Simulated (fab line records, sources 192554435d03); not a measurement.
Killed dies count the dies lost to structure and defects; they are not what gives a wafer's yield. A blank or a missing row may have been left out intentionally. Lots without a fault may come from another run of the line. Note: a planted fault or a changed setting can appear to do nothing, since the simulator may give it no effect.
Matching of chambers :: flow n5-finfet :: 4 sister chambers for N5_BEOL_M7_ETCH_72 on rie-diel-02
The step etches underlayer in N2/H2, target depth 6.5 nm, time 5.2 s. 14 wafers are shown with their chamber, then 7 later ones without.

== WAFERS WITH THEIR CHAMBER ==
wafer: L074.1
chamber: 2
showerhead-plenum-p-Torr (Torr): 2.53
throttle-valve-pct (%): 17.57
oes-product-au (a.u.): 0.62

wafer: L074.3
chamber: 2
showerhead-plenum-p-Torr (Torr): 2.53
throttle-valve-pct (%): 17.57
oes-product-au (a.u.): 0.62

wafer: L074.6
chamber: 2
showerhead-plenum-p-Torr (Torr): 2.53
throttle-valve-pct (%): 17.56
oes-product-au (a.u.): 0.62

wafer: L077.1
chamber: 0
showerhead-plenum-p-Torr (Torr): 2.74
throttle-valve-pct (%): 17.67
oes-product-au (a.u.): 0.81

wafer: L077.3
chamber: 2
showerhead-plenum-p-Torr (Torr): 2.52
throttle-valve-pct (%): 17.58
oes-product-au (a.u.): 0.63

wafer: L077.6
chamber: 3
showerhead-plenum-p-Torr (Torr): 2.65
throttle-valve-pct (%): 18.23
oes-product-au (a.u.): 0.59

wafer: L078.2
chamber: 1
showerhead-plenum-p-Torr (Torr): 2.60
throttle-valve-pct (%): 17.47
oes-product-au (a.u.): 0.80

wafer: L078.4
chamber: 0
showerhead-plenum-p-Torr (Torr): 2.74
throttle-valve-pct (%): 17.65
oes-product-au (a.u.): 0.79

wafer: L078.5
chamber: 3
showerhead-plenum-p-Torr (Torr): 2.65
throttle-valve-pct (%): 18.21
oes-product-au (a.u.): 0.60

wafer: L082.1
chamber: 1
showerhead-plenum-p-Torr (Torr): 2.60
throttle-valve-pct (%): 17.52
oes-product-au (a.u.): 0.78

wafer: L082.3
chamber: 0
showerhead-plenum-p-Torr (Torr): 2.73
throttle-valve-pct (%): 17.66
oes-product-au (a.u.): 0.79

wafer: L082.5
chamber: 1
showerhead-plenum-p-Torr (Torr): 2.60
throttle-valve-pct (%): 17.52
oes-product-au (a.u.): 0.78

wafer: L087.2
chamber: 2
showerhead-plenum-p-Torr (Torr): 2.52
throttle-valve-pct (%): 17.62
oes-product-au (a.u.): 0.62

wafer: L087.3
chamber: 0
showerhead-plenum-p-Torr (Torr): 2.73
throttle-valve-pct (%): 17.69
oes-product-au (a.u.): 0.75

SIGNATURES (averages over the wafers above)
reading: showerhead-plenum-p-Torr
chamber 0: 2.7350
chamber 1: 2.6000
chamber 2: 2.5260
chamber 3: 2.6500
scatter within a chamber: 0.00469

reading: throttle-valve-pct
chamber 0: 17.6675
chamber 1: 17.5033
chamber 2: 17.5800
chamber 3: 18.2200
scatter within a chamber: 0.0222

reading: oes-product-au
chamber 0: 0.7850
chamber 1: 0.7867
chamber 2: 0.6220
chamber 3: 0.5950
scatter within a chamber: 0.0152
Rule: distance of a wafer from a chamber = root of the sum over the readings of ((wafer's reading minus chamber's mean) / reading's scatter) squared. If the next closest chamber is less than 2 further off than the closest, the wafer can't be placed; otherwise it belongs to the closest. How the scatter is found: for the shown wafers, subtract from each reading the mean of its chamber, square and add these, divide the total by (wafers less chambers), then take the root.

== WAFERS WITH NO CHAMBER GIVEN ==
wafer: L087.5
showerhead-plenum-p-Torr (Torr): 2.64
throttle-valve-pct (%): 18.24
oes-product-au (a.u.): 0.58

wafer: L089.1
showerhead-plenum-p-Torr (Torr): 2.59
throttle-valve-pct (%): 17.51
oes-product-au (a.u.): 0.76

wafer: L089.5
showerhead-plenum-p-Torr (Torr): 2.59
throttle-valve-pct (%): 17.54
oes-product-au (a.u.): 0.76

wafer: L089.6
showerhead-plenum-p-Torr (Torr): 2.73
throttle-valve-pct (%): 17.67
oes-product-au (a.u.): 0.76

wafer: L092.3
showerhead-plenum-p-Torr (Torr): 2.64
throttle-valve-pct (%): 18.27
oes-product-au (a.u.): 0.57

wafer: L092.4
showerhead-plenum-p-Torr (Torr): 2.72
throttle-valve-pct (%): 17.72
oes-product-au (a.u.): 0.75

wafer: L092.6
showerhead-plenum-p-Torr (Torr): 2.51
throttle-valve-pct (%): 17.61
oes-product-au (a.u.): 0.62

== EACH ONE'S CHAMBER ==
wafer: L087.5
from the rows above: 3
in truth: 3

wafer: L089.1
from the rows above: 1
in truth: 1

wafer: L089.5
from the rows above: 1
in truth: 1

wafer: L089.6
from the rows above: 0
in truth: 0

wafer: L092.3
from the rows above: 3
in truth: 3

wafer: L092.4
from the rows above: 0
in truth: 0

wafer: L092.6
from the rows above: 2
in truth: 2
Correct placement for 7 of the 7. Can't be placed from these rows: 0. Placed wrongly: 0.
